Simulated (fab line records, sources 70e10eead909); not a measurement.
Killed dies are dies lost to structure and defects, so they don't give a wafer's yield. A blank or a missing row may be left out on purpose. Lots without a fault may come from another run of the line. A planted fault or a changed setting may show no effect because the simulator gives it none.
Which tool did it? | flow nand_harc | 6 lots, 18 wafers sampled, at 5 steps of a route of 1302

WHAT THE GAUGES READ, wafer by wafer
NHARC_END_SORT_01.
lot  | measured     | on        | killed_at_array
L257 | day 31 21:36 | prober-01 | 79

WHICH TOOL RAN EACH LOT (tool, then ch and the chambers of the sampled wafers, then the start)
lot  | NHARC_A_STAIRCASE_ETCH_234                    | NHARC_A_STAIRCASE_TRIM_235                    | NHARC_A_STAIRCASE_ETCH_236                    | NHARC_A_STAIRCASE_EXPOSE_265
L245 | rie_diel-10 ch 1,2,3, day 17 00:21 or earlier | rie_diel-10 ch 1,3, day 17 00:21 or earlier   | rie_diel-10 ch 0,2, day 17 00:21 or earlier   | krf_scanner-02 ch 0, day 17 00:21
L247 | rie_diel-05 ch 0,1,2, day 18 01:35 or earlier | rie_diel-05 ch 0,2,3, day 18 01:35 or earlier | rie_diel-05 ch 0,1,2, day 18 01:35 or earlier | krf_scanner-02 ch 0, day 18 01:35
L255 | rie_diel-05 ch 1,2,3, day 21 08:49 or earlier | rie_diel-05 ch 0,2,3, day 21 08:49 or earlier | rie_diel-05 ch 1,2,3, day 21 08:49 or earlier | krf_scanner-04 ch 0, day 21 08:49
L257 | rie_diel-05 ch 1,2, day 23 00:23 or earlier   | rie_diel-05 ch 0,1,2, day 23 00:23 or earlier | rie_diel-05 ch 1,2, day 23 00:23 or earlier   | krf_scanner-04 ch 0, day 23 00:23
L260 | rie_diel-05 ch 0,2, day 23 15:34 or earlier   | rie_diel-05 ch 0,2, day 23 15:34 or earlier   | rie_diel-05 ch 0,1, day 23 15:34 or earlier   | krf_scanner-02 ch 0, day 23 15:34
L265 | rie_diel-11 ch 1,3, day 25 14:33 or earlier   | rie_diel-11 ch 1,2,3, day 25 14:33 or earlier | rie_diel-11 ch 2,3, day 25 14:33 or earlier   | krf_scanner-02 ch 0, day 25 14:33
- NHARC_A_STAIRCASE_ETCH_234: etches the open film in C4F8/O2, target depth 100 nm, time 40.5 s.
- NHARC_A_STAIRCASE_TRIM_235: chemistry O2, time 211.2 s.
- NHARC_A_STAIRCASE_ETCH_236: etches the open film in C4F8/O2, target depth 100 nm, time 40.5 s.
- NHARC_A_STAIRCASE_EXPOSE_265: exposes mask CHOP 200.

THE ANSWER, worked out from the rows above alone
Rule: what is usual is taken from the lots themselves. Put in order of their means at a reading, lots are off if they are a third of the lots or fewer, leave a main group of 4 or more, and stand apart from it by a gap of 3 or more times the standard deviation of the main group's means; of several such gaps the widest counts. A main group whose means are all the same, to the digits that the tables above print for the reading, isn't used. A lot without any number at a reading at which 4 lots or more have one is off too. The other lots that the step has rows for count as sound.
No lot is off at any reading shown: from this, nothing can be told.

WHAT THE SIMULATOR HAD PUT IN
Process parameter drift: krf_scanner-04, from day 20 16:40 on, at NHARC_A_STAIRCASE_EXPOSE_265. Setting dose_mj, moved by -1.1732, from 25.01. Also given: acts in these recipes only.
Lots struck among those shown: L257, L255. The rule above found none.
